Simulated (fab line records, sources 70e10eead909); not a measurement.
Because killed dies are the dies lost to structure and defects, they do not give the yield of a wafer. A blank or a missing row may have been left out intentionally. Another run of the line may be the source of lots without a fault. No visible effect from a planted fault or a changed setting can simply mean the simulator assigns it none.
The same fault as seen by 3 desks | flow nand harc | what lay behind the numbers comes last; until then each desk has only its own

## AT THE TOOL OWNER'S DESK: pecvd onon-04
The tool's own readings at NHARC_A_ONON_D2_DEP_28 (target thk 1000 nm): means of the sampled wafers that have a number, for each lot that ran on this tool. The brackets show how far a lot's mean lies from the usual mean; more than 4 standard deviations puts the lot out of limits, marked OUT.
Columns: A = susceptor temp C at NHARC_A_ONON_D2_DEP_28, usual 400.00 C
lot  | first seen here | A
L439 | day 13 11:51    | 399.78
L447 | day 16 15:27    | 399.85
L448 | day 17 07:06    | 400.05
L453 | day 19 11:35    | 400.03
L457 | day 20 22:09    | 400.00
Result from this desk: across the 5 lots, nothing is out of limits.

## METROLOGY DESK
Means of the sampled wafers that have a number, per lot and without regard to the tool the lot ran on: this is what the gauges read. The brackets show how far a lot's mean lies from the usual mean; more than 4 standard deviations puts the lot out of limits, marked OUT.
Columns: A = thk nm at NHARC_A_ONON_D2_THK_MEAS_18, usual 999 nm; B = thk nm at NHARC_A_ONON_D2_THK_MEAS_30, usual 1001 nm
lot  | first seen here | A    | B
L438 | day 12 23:20    | 1004 | 1003
L439 | day 13 10:03    | 995  | 1003
L440 | day 13 10:05    | 1006 | 992
L441 | day 14 03:41    | 998  | 999
L447 | day 16 13:38    | 998  | 1006
L448 | day 17 05:21    | 1003 | 1003
L449 | day 17 05:22    | 996  | 1000
L450 | day 17 19:47    | 993  | 996
L453 | day 19 09:45    | 1000 | 741 (-47) OUT
L457 | day 20 20:17    | 1000 | 882 (-22) OUT
L458 | day 21 14:04    | 991  | 1001
L459 | day 21 14:04    | 996  | 999
L460 | day 22 02:41    | 988  | 998
This desk's finding: out of limits on L453, L457; first on L453, day 19 12:02 (thk nm at NHARC_A_ONON_D2_THK_MEAS_30). L438, L439, L440, L441, L447, L448, L449, L450, L458, L459, L460 stayed within limits.

## THE DEFECT DESK
Lot by lot, what the route's inspections counted, given as the mean of those sampled wafers with a number. The brackets show how far a lot's mean lies from the usual mean; more than 4 standard deviations puts the lot out of limits, marked OUT.
Columns: A = raw defect count at NHARC_A_ONON_D2_INSPECT_32, usual 420
lot  | first seen here | A
L438 | day 13 02:23    | 312
L439 | day 13 12:52    | 382
L440 | day 13 12:55    | 433
L441 | day 14 06:31    | 442
L447 | day 16 16:27    | 750
L448 | day 17 08:09    | 662
L449 | day 17 08:10    | 274
L450 | day 17 22:37    | 417
L453 | day 19 12:34    | 374
L457 | day 20 23:06    | 223
L458 | day 21 16:52    | 385
L459 | day 21 17:03    | 622
L460 | day 22 05:44    | 353
Result from this desk: across the 13 lots, nothing is out of limits.

## ALL TOGETHER
L453, L457 would have let the metrology desk raise an alarm at day 19 12:02.
The desk of the tool owner found nothing out of limits.
Nothing the defect desk looked at was out of limits.
Tool owner's desk: L453, L457 on record, inside its limits.
The defect desk has L453, L457 on record, within its limits.
NHARC_A_ONON_D2_DEP_28 was run on pecvd onon-04 by each of the lots named.

## WHAT THE SIMULATOR PUT IN
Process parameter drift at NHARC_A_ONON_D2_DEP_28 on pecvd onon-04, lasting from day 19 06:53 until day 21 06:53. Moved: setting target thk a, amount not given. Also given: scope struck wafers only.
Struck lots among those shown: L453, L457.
Delay in hours, fault start to first out-of-limits reading, per desk: metrology desk 5.
